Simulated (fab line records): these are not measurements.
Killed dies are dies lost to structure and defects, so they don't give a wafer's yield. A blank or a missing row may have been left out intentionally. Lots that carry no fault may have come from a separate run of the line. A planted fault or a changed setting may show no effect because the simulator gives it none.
fab line records	flow nandHarc
[record] lots = 24	wafers = 72	lastDay = 33
route steps=1302 shown A_WL_FILL@956 A_CONTACT@985
lots untouched by any fault: they come from a run of this same line in which no faults occurred
startH: start of the lot's first displayed wafer, in hours after the record's first day	waitH: how many hours have passed since the lot's step before this one	" same as the row above	L1.1+2: one row covering several wafers at once	- no value, or no start was given	* or withheld: withheld	< > ~ a bound
route shown NAME@n: names a module that has steps shown in the file, with the first one's number in the route	usual: mean and standard deviation over wafers with no fault	same: alike in all rows	chamber/n: place in a boat	sites: each site's reading	_std_site: the values' standard deviation	_edge_site: mean of outer sites minus mean of inner sites	radiusMm: for every site, how far away it sits from the centre of the wafer	mask NAME#n: copy n	behind: the tool/chamber that last shaped the wafer	hold: why the lot went on hold/how many hours it stayed there/how the hold came to an end	device: transistor that didn't switch, given as n, p or np	end of line: the same wafers' tests at the end of the route	for a step that has no rows: nothing shown but its recipe	killed: dies lost to structure and defects at the first sort, not the wafer's yield	map: a wafer's dies, x killed, . not, _ none there
set.NAME: the setting that was run; set.NAME@STEP: the one run at that earlier step	model.NAME: the simulator's own value behind a step, which no gauge read
a sample of lots followed through the steps of the route, with each step as a table and each wafer as a row
services: the hour from which a tool's chamber was out of use, counted from the record's first day as startH (under 0 if before that day), plus the number of hours and why
[[steps]]
[step NHARC_A_WL_FILL_CVD_03]
[recipe] targetThkA = 400	tempC = 300	pressureTorr = 40	wf6FlowSccm = 40	h2FlowSccm = 1600	arFlowSccm = 1560	timeS = 279	material = W
[usual] heaterPowerW = 449/17	mfcWf6Sccm = 40.02/0.12	throttleValvePct = 7.9/0.39
[same] timeS = 279
lot.wafer	tool	chamber	startH	waitH	heaterPowerW	mfcWf6Sccm	throttleValvePct
L074.2	cvdW-01	1	463.44	0.1	477	39.92	7.2
L074.6	"	1	"	"	472	39.86	7.6
L074.5	"	0	"	"	422	40.01	8.5
L076.1	cvdW-02	1	483.75	0.1	442	40.07	7.9
L076.2	"	0	"	"	438	39.94	7.9
L076.6	"	0	"	"	445	39.94	7.9
L077.2	cvdW-01	1	483.91	0.1	473	40.15	7.4
L077.1	"	0	"	"	438	39.91	8.3
L077.5	"	0	"	"	424	39.94	8.5
L078.2	cvdW-01	1	497.23	0.1	494	40.06	7.8
L078.3	"	1	"	"	479	40.18	7.7
L078.6	"	0	"	"	431	39.87	8.4
L079.4	cvdW-02	1	511.20	0.2	444	40.03	7.6
L079.3	"	0	"	"	438	40.18	8.2
L079.5	"	1	"	"	448	40.19	7.8
L075.1	cvdW-01	1	537.39	0.1	482	40.07	7.8
L075.2	"	0	"	"	435	39.94	8.3
L075.3	"	1	"	"	475	40.14	7.6
L081.2	cvdW-02	0	537.57	0.1	452	40.17	8.2
L081.3	"	1	"	"	442	40.19	7.7
L081.5	"	1	"	"	440	40.17	7.9
L082.2	cvdW-02	0	547.11	0.1	438	40.22	8.1
L082.1	"	1	"	"	450	39.94	7.7
L082.4	"	1	"	"	443	40.04	7.7
L080.1	cvdW-02	1	547.41	0.1	459	39.92	8.0
L080.3	"	1	"	"	453	39.90	7.7
L080.5	"	1	"	"	454	39.78	7.9
L083.2	cvdW-02	1	556.78	0.1	442	40.08	7.9
L083.1	"	0	"	"	443	40.06	8.0
L083.6	"	0	"	"	434	40.01	8.0
L084.2	cvdW-02	1	559.44	0.1	445	40.12	8.1
L084.1	"	0	"	"	438	40.22	8.0
L084.6	"	1	"	"	449	40.00	8.0
L085.1	cvdW-01	0	580.60	0.1	443	39.85	8.4
L085.3	"	1	"	"	461	40.22	7.2
L085.6	"	0	"	"	433	39.99	8.3
L086.1	cvdW-02	0	587.78	0.1	446	40.11	8.0
L086.3	"	0	"	"	445	40.07	8.1
L086.5	"	0	"	"	435	39.95	8.1
L087.1	cvdW-01	1	603.16	0.1	465	40.04	7.7
L087.4	"	0	"	"	432	40.19	8.4
L087.6	"	1	"	"	451	40.06	7.3
L089.1	cvdW-02	0	610.37	0.1	451	40.06	7.9
L089.4	"	0	"	"	450	39.96	7.7
L089.5	"	1	"	"	448	39.91	7.8
L090.1	cvdW-01	0	615.64	0.1	428	39.90	8.3
L090.3	"	0	"	"	450	39.98	8.5
L090.6	"	0	"	"	436	40.09	8.2
L088.1	cvdW-02	0	615.84	0.1	450	40.07	8.1
L088.6	"	0	"	"	443	39.87	8.0
L088.5	"	1	"	"	444	40.07	7.8
L092.2	cvdW-02	1	623.68	0.1	459	39.84	7.7
L092.4	"	0	"	"	450	40.08	8.1
L092.3	"	1	"	"	462	40.23	7.9
L091.2	cvdW-01	0	623.87	0.1	437	39.87	8.5
L091.4	"	1	"	"	464	39.97	7.4
L091.6	"	1	"	"	467	39.98	7.2
L093.3	cvdW-01	0	647.83	0.2	418	40.12	8.4
L093.6	"	1	"	"	472	39.91	7.5
L093.5	"	0	"	"	440	39.98	8.8
L095.1	cvdW-02	1	678.42	0.1	476	39.90	8.1
L095.6	"	0	"	"	439	39.99	8.0
L095.5	"	1	"	"	487	39.86	7.8
L094.1	cvdW-01	1	680.30	0.1	474	40.16	7.0
L094.4	"	0	"	"	448	39.86	8.7
L094.5	"	0	"	"	441	39.92	8.5
L096.1	cvdW-01	0	682.95	0.1	437	40.28	8.3
L096.3	"	0	"	"	439	40.05	8.3
L096.5	"	1	"	"	477	39.96	7.6
L097.1	cvdW-02	1	692.84	0.1	471	40.13	7.4
L097.3	"	1	"	"	460	40.01	7.9
L097.6	"	0	"	"	430	40.09	8.1
[step NHARC_A_WL_FILL_CVD_20]
[recipe] targetThkA = 1000	tempC = 400	pressureTorr = 40	wf6FlowSccm = 40	h2FlowSccm = 1600	arFlowSccm = 1560	timeS = 74	material = W
[usual] heaterPowerW = 805/31	mfcWf6Sccm = 39.99/0.13	throttleValvePct = 7.9/0.43
[same] timeS = 74
lot.wafer	tool	chamber	startH	waitH	heaterPowerW	mfcWf6Sccm	throttleValvePct
L074.2	cvdW-01	1	-	-	850	39.80	7.5
L074.6	"	1	"	"	863	39.88	7.3
L074.5	"	0	"	"	773	39.88	8.4
L076.2	cvdW-01	0	-	-	770	39.70	8.5
L076.1	"	1	"	"	830	39.79	7.5
L076.6	"	0	"	"	788	39.76	8.6
L077.2	cvdW-01	0	-	-	763	39.84	8.6
L077.1	"	1	"	"	852	39.86	7.8
L077.5	"	0	"	"	767	39.86	8.3
L078.2	cvdW-02	0	-	-	765	39.91	7.7
L078.3	"	1	"	"	813	40.00	7.6
L078.6	"	0	"	"	768	39.81	7.9
L079.3	cvdW-02	1	-	-	777	40.16	7.7
L079.4	"	1	"	"	802	39.89	7.7
L079.5	"	1	"	"	792	40.15	7.7
L081.2	cvdW-02	1	-	-	792	39.93	7.8
L081.3	"	0	"	"	786	39.94	7.9
L081.5	"	0	"	"	793	39.86	7.9
L075.2	cvdW-02	0	-	-	771	39.98	8.0
L075.1	"	1	"	"	803	40.03	7.9
L075.3	"	0	"	"	777	39.93	8.1
L080.1	cvdW-02	0	-	-	792	40.00	7.7
L080.3	"	0	"	"	784	40.16	8.1
L080.5	"	1	"	"	794	40.07	7.9
L082.1	cvdW-01	0	-	-	795	39.93	8.3
L082.2	"	1	"	"	840	40.09	7.4
L082.4	"	0	"	"	777	39.76	8.6
L084.1	cvdW-02	0	-	-	799	40.06	8.2
L084.2	"	1	"	"	784	40.06	7.9
L084.6	"	1	"	"	788	40.11	7.7
L083.1	cvdW-01	1	-	-	847	39.94	7.6
L083.2	"	0	"	"	789	40.02	8.5
L083.6	"	1	"	"	841	40.08	7.6
L085.1	cvdW-02	1	-	-	805	39.95	7.5
L085.3	"	1	"	"	793	40.15	7.8
L085.6	"	1	"	"	818	40.04	7.9
L086.1	cvdW-02	0	-	-	796	39.88	8.1
L086.3	"	1	"	"	801	39.95	8.0
L086.5	"	1	"	"	807	39.95	7.8
L087.1	cvdW-01	1	-	-	830	40.14	7.4
L087.4	"	1	"	"	827	39.83	7.1
L087.6	"	1	"	"	832	39.85	7.6
L089.1	cvdW-01	1	-	-	834	39.88	7.1
L089.4	"	0	"	"	782	39.83	8.6
L089.5	"	1	"	"	851	39.95	7.4
L090.1	cvdW-01	1	-	-	843	40.07	7.5
L090.3	"	1	"	"	856	40.09	7.3
L090.6	"	1	"	"	844	40.02	7.5
L088.1	cvdW-01	0	-	-	795	39.94	8.6
L088.5	"	1	"	"	832	40.08	7.6
L088.6	"	0	"	"	783	40.04	8.5
L092.2	cvdW-01	0	-	-	801	39.96	8.4
L092.4	"	0	"	"	792	39.79	8.6
L092.3	"	1	"	"	836	40.20	7.4
L091.2	cvdW-01	1	-	-	814	40.18	7.6
L091.4	"	1	"	"	831	40.16	7.3
L091.6	"	1	"	"	824	39.91	7.3
L093.3	cvdW-02	0	-	-	789	40.10	8.2
L093.5	"	1	"	"	836	40.07	8.0
L093.6	"	0	"	"	769	40.16	7.9
L095.1	cvdW-02	0	-	-	768	39.94	8.3
L095.6	"	0	"	"	785	40.10	8.2
L095.5	"	1	"	"	843	39.91	7.9
L096.1	cvdW-01	1	-	-	820	40.09	7.3
L096.3	"	1	"	"	856	40.03	7.4
L096.5	"	1	"	"	862	39.95	7.4
L094.1	cvdW-02	0	-	-	777	40.00	8.1
L094.4	"	0	"	"	798	39.97	8.2
L094.5	"	0	"	"	769	40.00	8.3
L097.1	cvdW-01	0	-	-	766	39.98	8.5
L097.3	"	0	"	"	775	40.10	8.6
L097.6	"	1	"	"	829	39.97	7.2
[step NHARC_A_WL_FILL_INSPECT_15]
[usual] rawDefectCount = 472/140
lot.wafer	tool	chamber	startH	waitH	rawDefectCount
L074.2	defectInspect-02	-	480.75	0.0	496
L074.5	"	-	"	"	904
L074.6	"	-	"	"	595
L076.1	defectInspect-02	-	500.57	0.0	378
L076.2	"	-	"	"	327
L076.6	"	-	"	"	311
L077.1	defectInspect-01	-	503.56	0.0	389
L077.2	"	-	"	"	393
L077.5	"	-	"	"	410
L078.2	defectInspect-01	-	514.47	0.0	587
L078.3	"	-	"	"	362
L078.6	"	-	"	"	573
L079.3	defectInspect-02	-	528.32	0.0	317
L079.4	"	-	"	"	327
L079.5	"	-	"	"	330
L081.2	defectInspect-02	-	554.62	0.0	400
L081.3	"	-	"	"	336
L081.5	"	-	"	"	267
L075.1	defectInspect-01	-	554.74	0.0	475
L075.2	"	-	"	"	790
L075.3	"	-	"	"	648
L080.1	defectInspect-02	-	564.90	0.0	351
L080.3	"	-	"	"	405
L080.5	"	-	"	"	414
L082.1	defectInspect-01	-	564.92	0.0	546
L082.2	"	-	"	"	524
L082.4	"	-	"	"	458
L084.1	defectInspect-02	-	577.35	0.0	231
L084.2	"	-	"	"	336
L084.6	"	-	"	"	321
L083.1	defectInspect-01	-	577.38	0.1	513
L083.2	"	-	"	"	403
L083.6	"	-	"	"	680
L085.1	defectInspect-02	-	597.42	0.0	439
L085.3	"	-	"	"	359
L085.6	"	-	"	"	324
L086.1	defectInspect-01	-	607.34	0.0	413
L086.3	"	-	"	"	486
L086.5	"	-	"	"	535
L087.1	defectInspect-01	-	621.60	0.0	424
L087.4	"	-	"	"	577
L087.6	"	-	"	"	494
L089.1	defectInspect-01	-	630.75	0.0	450
L089.4	"	-	"	"	537
L089.5	"	-	"	"	563
L090.1	defectInspect-01	-	630.87	0.0	499
L090.3	"	-	"	"	401
L090.6	"	-	"	"	397
L088.1	defectInspect-01	-	633.77	0.0	440
L088.5	"	-	"	"	458
L088.6	"	-	"	"	538
L092.2	defectInspect-01	-	643.46	0.0	437
L092.3	"	-	"	"	516
L092.4	"	-	"	"	402
L091.2	defectInspect-02	-	643.62	0.0	537
L091.4	"	-	"	"	414
L091.6	"	-	"	"	438
L093.3	defectInspect-01	-	667.16	0.0	452
L093.5	"	-	"	"	476
L093.6	"	-	"	"	517
L095.1	defectInspect-01	-	698.66	0.0	323
L095.5	"	-	"	"	417
L095.6	"	-	"	"	415
L096.1	defectInspect-02	-	698.66	0.0	443
L096.3	"	-	"	"	352
L096.5	"	-	"	"	282
L094.1	defectInspect-01	-	698.79	0.0	474
L094.4	"	-	"	"	567
L094.5	"	-	"	"	693
L097.1	defectInspect-02	-	709.74	0.0	355
L097.3	"	-	"	"	434
L097.6	"	-	"	"	438
[step NHARC_A_CONTACT_DEP_28]
[recipe] targetThkA = 70000	tempC = 400	material = aC
[usual] throttleValvePct = 35.001/0.0093
lot.wafer	tool	chamber	startH	waitH	throttleValvePct
L074.2	aclDep-01	0	483.94	2.6	34.999
L074.5	"	0	486.09	4.7	35.005
L074.6	"	0	"	"	34.998
L076.1	aclDep-03	0	501.65	0.5	35.017
L076.2	"	0	"	"	34.989
L076.6	"	0	505.26	4.1	35.010
L077.1	aclDep-02	0	504.23	0.1	34.994
L077.2	"	0	"	"	34.995
L077.5	"	0	507.01	2.8	35.001
L078.2	aclDep-03	0	516.05	1.0	35.012
L078.3	"	0	"	"	34.996
L078.6	"	0	518.86	3.8	35.004
L079.3	aclDep-01	0	532.81	3.9	34.996
L079.4	"	0	"	"	34.998
L079.5	"	0	"	"	34.999
L081.2	aclDep-02	0	556.08	0.8	34.995
L081.3	"	0	"	"	34.994
L081.5	"	0	558.21	3.0	35.013
L075.1	aclDep-03	0	556.89	1.5	34.989
L075.2	"	0	"	"	35.016
L075.3	"	0	"	"	34.997
L080.1	aclDep-02	0	565.56	0.1	34.984
L080.3	"	0	566.98	1.5	34.996
L080.5	"	0	568.40	2.9	34.995
L082.1	aclDep-01	0	567.33	1.8	34.986
L082.2	"	0	"	"	34.990
L082.4	"	0	569.47	3.9	34.989
L084.1	aclDep-02	0	578.02	0.1	35.006
L084.2	"	0	"	"	35.005
L084.6	"	0	581.58	3.6	34.998
L083.1	aclDep-03	0	578.05	0.1	35.009
L083.2	"	0	"	"	34.987
L083.6	"	0	581.58	3.6	35.005
L085.1	aclDep-03	0	600.42	2.4	35.009
L085.3	"	0	601.83	3.8	34.998
L085.6	"	0	603.95	5.9	35.010
L086.1	aclDep-03	0	608.43	0.5	35.003
L086.3	"	0	609.85	1.9	34.999
L086.5	"	0	611.28	3.3	34.995
L087.1	aclDep-02	0	622.94	0.5	35.015
L087.4	"	0	625.09	2.7	34.994
L087.6	"	0	626.52	4.1	35.017
L089.1	aclDep-01	0	631.68	0.3	34.999
L089.4	"	0	633.80	2.4	35.009
L089.5	"	0	"	"	35.011
L090.1	aclDep-02	0	632.71	1.2	35.016
L090.3	"	0	634.11	2.6	35.003
L090.6	"	0	636.20	4.7	35.008
L088.1	aclDep-01	0	637.74	3.2	34.995
L088.5	"	0	640.58	6.0	35.009
L088.6	"	0	"	"	35.010
L092.2	aclDep-03	0	644.85	0.8	35.004
L092.3	"	0	"	"	34.994
L092.4	"	0	"	"	35.013
L091.2	aclDep-01	0	647.64	3.0	35.007
L091.4	"	0	649.04	4.4	34.999
L091.6	"	0	650.45	5.8	34.996
L093.3	aclDep-02	0	671.51	3.7	34.995
L093.5	"	0	672.93	5.2	34.992
L093.6	"	0	"	"	35.006
L095.1	aclDep-01	0	699.81	0.5	35.005
L095.5	"	0	702.64	3.4	35.000
L095.6	"	0	"	"	34.999
L096.1	aclDep-02	0	701.61	2.3	34.995
L096.3	"	0	703.05	3.8	34.999
L096.5	"	0	704.49	5.2	35.014
L094.1	aclDep-03	0	704.52	4.9	35.008
L094.4	"	0	706.67	7.0	35.005
L094.5	"	0	"	"	34.993
L097.1	aclDep-01	0	710.41	0.1	34.988
L097.3	"	0	711.84	1.5	34.994
L097.6	"	0	713.97	3.6	35.004
[step NHARC_A_CONTACT_ETCH_116]
[recipe] sourceW = withheld	pressureMtorr = 20	biasV = 3000	timeS = 190	targetDepthA = 18500	arFlowSccm = withheld	c4f8FlowSccm = withheld	o2FlowSccm = withheld	chemistry = C4F8/O2/Ar
[same] timeS = 190
lot.wafer	tool	chamber	startH	waitH	rfHoursCounterH
L074.2	harCapEtch-01	1	491.19	0.1	129
L074.6	"	0	"	"	-
L074.5	"	1	"	"	-
L076.2	harCapEtch-03	0	509.61	0.1	43
L076.1	"	1	"	"	43
L076.6	"	1	"	"	-
L077.2	harCapEtch-02	0	512.11	0.1	88
L077.1	"	1	"	"	88
L077.5	"	1	"	"	-
L078.2	harCapEtch-02	1	525.99	0.1	91
L078.3	"	1	"	"	-
L078.6	"	1	"	"	-
L079.3	harCapEtch-01	0	539.34	0.1	-
L079.4	"	1	"	"	-
L079.5	"	1	"	"	-
L081.2	harCapEtch-03	0	563.28	0.1	49
L081.3	"	0	"	"	-
L081.5	"	0	"	"	-
L075.2	harCapEtch-02	1	564.74	0.1	96
L075.1	"	0	"	"	96
L075.3	"	1	"	"	-
L080.1	harCapEtch-01	0	573.36	0.1	8
L080.3	"	0	"	"	-
L080.5	"	1	"	"	-
L082.2	harCapEtch-01	0	575.93	0.1	10
L082.1	"	1	"	"	10
L082.4	"	1	"	"	-
L083.2	harCapEtch-03	1	585.91	0.1	52
L083.1	"	0	"	"	52
L083.6	"	0	"	"	-
L084.1	harCapEtch-02	0	586.05	0.1	102
L084.2	"	1	"	"	102
L084.6	"	1	"	"	-
L085.1	harCapEtch-02	0	608.62	0.2	107
L085.3	"	1	"	"	-
L085.6	"	1	"	"	-
L086.1	harCapEtch-01	0	616.32	0.1	20
L086.3	"	0	"	"	-
L086.5	"	1	"	"	-
L087.1	harCapEtch-03	0	630.84	0.1	60
L087.4	"	1	"	"	-
L087.6	"	1	"	"	-
L089.1	harCapEtch-02	1	639.81	0.2	111
L089.4	"	1	"	"	-
L089.5	"	0	"	"	-
L090.1	harCapEtch-03	1	640.42	0.1	63
L090.3	"	1	"	"	-
L090.6	"	0	"	"	-
L088.1	harCapEtch-02	0	646.40	0.2	114
L088.6	"	0	"	"	-
L088.5	"	1	"	"	-
L092.2	harCapEtch-02	1	652.00	0.1	116
L092.3	"	0	"	"	-
L092.4	"	1	"	"	-
L091.2	harCapEtch-01	0	654.82	0.1	29
L091.4	"	1	"	"	-
L091.6	"	1	"	"	-
L093.3	harCapEtch-02	0	677.95	0.1	-
L093.6	"	0	"	"	-
L093.5	"	1	"	"	-
L095.1	harCapEtch-02	1	707.72	0.1	124
L095.6	"	0	"	"	-
L095.5	"	1	"	"	-
L096.1	harCapEtch-03	1	709.57	0.1	74
L096.3	"	1	"	"	-
L096.5	"	0	"	"	-
L094.1	harCapEtch-01	1	712.64	0.2	37
L094.4	"	0	"	"	-
L094.5	"	1	"	"	-
L097.1	harCapEtch-02	1	718.81	0.1	126
L097.3	"	0	"	"	-
L097.6	"	1	"	"	-
[step NHARC_A_CONTACT_ETCH_119]
[recipe] sourceW = withheld	pressureMtorr = 20	biasV = 3000	timeS = 190	targetDepthA = 18500	arFlowSccm = withheld	c4f8FlowSccm = withheld	o2FlowSccm = withheld	chemistry = C4F8/O2/Ar
[same] timeS = 190
lot.wafer	tool	chamber	startH	waitH	rfHoursCounterH
L074.2	harCapEtch-01	1	491.71	0.1	130
L074.6	"	0	"	"	-
L074.5	"	1	"	"	-
L076.2	harCapEtch-03	0	510.12	0.1	43
L076.1	"	1	"	"	43
L076.6	"	1	"	"	-
L077.2	harCapEtch-02	0	512.61	0.1	89
L077.1	"	1	"	"	89
L077.5	"	1	"	"	-
L078.2	harCapEtch-02	1	526.50	0.1	91
L078.3	"	1	"	"	-
L078.6	"	1	"	"	-
L079.3	harCapEtch-01	0	539.85	0.1	-
L079.4	"	1	"	"	-
L079.5	"	1	"	"	-
L081.2	harCapEtch-03	0	563.79	0.1	50
L081.3	"	0	"	"	-
L081.5	"	0	"	"	-
L075.2	harCapEtch-02	1	565.26	0.1	97
L075.1	"	0	"	"	97
L075.3	"	1	"	"	-
L080.1	harCapEtch-01	0	573.87	0.1	8
L080.3	"	0	"	"	-
L080.5	"	1	"	"	-
L082.2	harCapEtch-01	0	576.44	0.1	10
L082.1	"	1	"	"	10
L082.4	"	1	"	"	-
L083.2	harCapEtch-03	1	586.42	0.1	52
L083.1	"	0	"	"	52
L083.6	"	0	"	"	-
L084.1	harCapEtch-02	0	586.56	0.1	103
L084.2	"	1	"	"	103
L084.6	"	1	"	"	-
L085.1	harCapEtch-02	0	609.30	0.2	108
L085.3	"	1	"	"	-
L085.6	"	1	"	"	-
L086.1	harCapEtch-01	0	616.83	0.1	21
L086.3	"	0	"	"	-
L086.5	"	1	"	"	-
L087.1	harCapEtch-03	0	631.36	0.1	61
L087.4	"	1	"	"	-
L087.6	"	1	"	"	-
L089.1	harCapEtch-02	1	640.49	0.2	112
L089.4	"	1	"	"	-
L089.5	"	0	"	"	-
L090.1	harCapEtch-03	1	640.93	0.1	63
L090.3	"	1	"	"	-
L090.6	"	0	"	"	-
L088.1	harCapEtch-02	0	647.08	0.2	114
L088.6	"	0	"	"	-
L088.5	"	1	"	"	-
L092.2	harCapEtch-02	1	652.51	0.1	116
L092.3	"	0	"	"	-
L092.4	"	1	"	"	-
L091.2	harCapEtch-01	0	655.34	0.1	29
L091.4	"	1	"	"	-
L091.6	"	1	"	"	-
L093.3	harCapEtch-02	0	678.46	0.1	-
L093.6	"	0	"	"	-
L093.5	"	1	"	"	-
L095.1	harCapEtch-02	1	708.24	0.1	124
L095.6	"	0	"	"	-
L095.5	"	1	"	"	-
L096.1	harCapEtch-03	1	710.08	0.1	75
L096.3	"	1	"	"	-
L096.5	"	0	"	"	-
L094.1	harCapEtch-01	1	713.32	0.2	37
L094.4	"	0	"	"	-
L094.5	"	1	"	"	-
L097.1	harCapEtch-02	1	719.33	0.1	126
L097.3	"	0	"	"	-
L097.6	"	1	"	"	-
[[services]]
tool	chamber	startH	hours	kind
cvdW-02	-	450.76	13.0	pm
cvdW-02	0	450.76	13.0	ventCycle
cvdW-02	1	450.76	13.0	ventCycle
cvdW-02	0	463.76	-	clean
cvdW-02	1	463.76	-	clean
aclDep-03	-	482.35	13.0	pm
harCapEtch-01	-	497.00	17.0	pm
harCapEtch-02	-	498.05	0.2	repair
cvdW-02	0	521.36	6.3	repair
harCapEtch-01	-	533.08	1.5	repair
cvdW-01	-	547.32	13.0	pm
cvdW-01	0	547.32	13.0	ventCycle
cvdW-01	1	547.32	13.0	ventCycle
aclDep-01	-	549.60	13.0	pm
cvdW-01	0	560.32	-	clean
cvdW-01	1	560.32	-	clean
harCapEtch-03	-	571.77	11.1	repair
cvdW-02	0	577.61	2.0	repair
harCapEtch-03	-	603.79	0.5	repair
aclDep-02	-	605.37	13.0	pm
cvdW-02	-	631.76	13.0	pm
cvdW-02	0	631.76	13.0	ventCycle
cvdW-02	1	631.76	13.0	ventCycle
aclDep-03	-	663.49	13.0	pm
[[key]]
fault none
